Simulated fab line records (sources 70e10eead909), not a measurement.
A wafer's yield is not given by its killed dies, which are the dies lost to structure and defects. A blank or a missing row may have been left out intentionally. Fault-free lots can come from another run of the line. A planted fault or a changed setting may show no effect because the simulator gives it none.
Matching of chambers / flow nand harc / NHARC_P_M0_STRIP_18 on rie diel-10 has 4 sister chambers
The step strips in N2/H2. 8 wafers are shown with their chamber, then 7 later ones without.

## WAFERS WITH THEIR CHAMBER
wafer=L737.6; chamber=2; showerhead plenum p Torr (Torr)=1.91; drypump motor current A (A)=5.92
wafer=L738.4; chamber=2; showerhead plenum p Torr (Torr)=1.91; drypump motor current A (A)=5.89
wafer=L738.5; chamber=3; showerhead plenum p Torr (Torr)=1.95; drypump motor current A (A)=5.80
wafer=L739.5; chamber=1; showerhead plenum p Torr (Torr)=2.13; drypump motor current A (A)=5.63
wafer=L741.3; chamber=1; showerhead plenum p Torr (Torr)=2.12; drypump motor current A (A)=5.61
wafer=L741.5; chamber=3; showerhead plenum p Torr (Torr)=1.95; drypump motor current A (A)=5.83
wafer=L748.3; chamber=0; showerhead plenum p Torr (Torr)=1.94; drypump motor current A (A)=5.61
wafer=L748.4; chamber=0; showerhead plenum p Torr (Torr)=1.94; drypump motor current A (A)=5.66

## WAFERS WITH NO CHAMBER GIVEN
wafer=L748.5; showerhead plenum p Torr (Torr)=2.12; drypump motor current A (A)=5.61
wafer=L755.1; showerhead plenum p Torr (Torr)=2.12; drypump motor current A (A)=5.61
wafer=L755.4; showerhead plenum p Torr (Torr)=1.90; drypump motor current A (A)=5.89
wafer=L755.6; showerhead plenum p Torr (Torr)=1.90; drypump motor current A (A)=5.88
wafer=L757.2; showerhead plenum p Torr (Torr)=1.95; drypump motor current A (A)=5.82
wafer=L757.3; showerhead plenum p Torr (Torr)=2.12; drypump motor current A (A)=5.62
wafer=L757.5; showerhead plenum p Torr (Torr)=2.11; drypump motor current A (A)=5.64

## WHICH CHAMBER EACH WENT THROUGH
wafer=L748.5; from the rows above=1; in truth=1
wafer=L755.1; from the rows above=1; in truth=1
wafer=L755.4; from the rows above=2; in truth=2
wafer=L755.6; from the rows above=2; in truth=2
wafer=L757.2; from the rows above=3; in truth=3
wafer=L757.3; from the rows above=1; in truth=1
wafer=L757.5; from the rows above=1; in truth=1
7 of 7 placed correctly. Left unplaced by these rows: 0. Placed wrongly: 0.
How it was worked out, from the rows above alone: a wafer's distance from a chamber is the root of the sum, over the readings, of the square of ((its reading less the chamber's mean) divided by the reading's scatter). The wafer belongs to the nearest chamber; if the next one is less than 2 further off, it can't be placed. The mean given for a chamber averages the wafers shown for that chamber. The scatter is the square root of a quotient: the sum, over the shown wafers, of each reading's squared deviation from its chamber's mean, divided by wafers minus chambers.
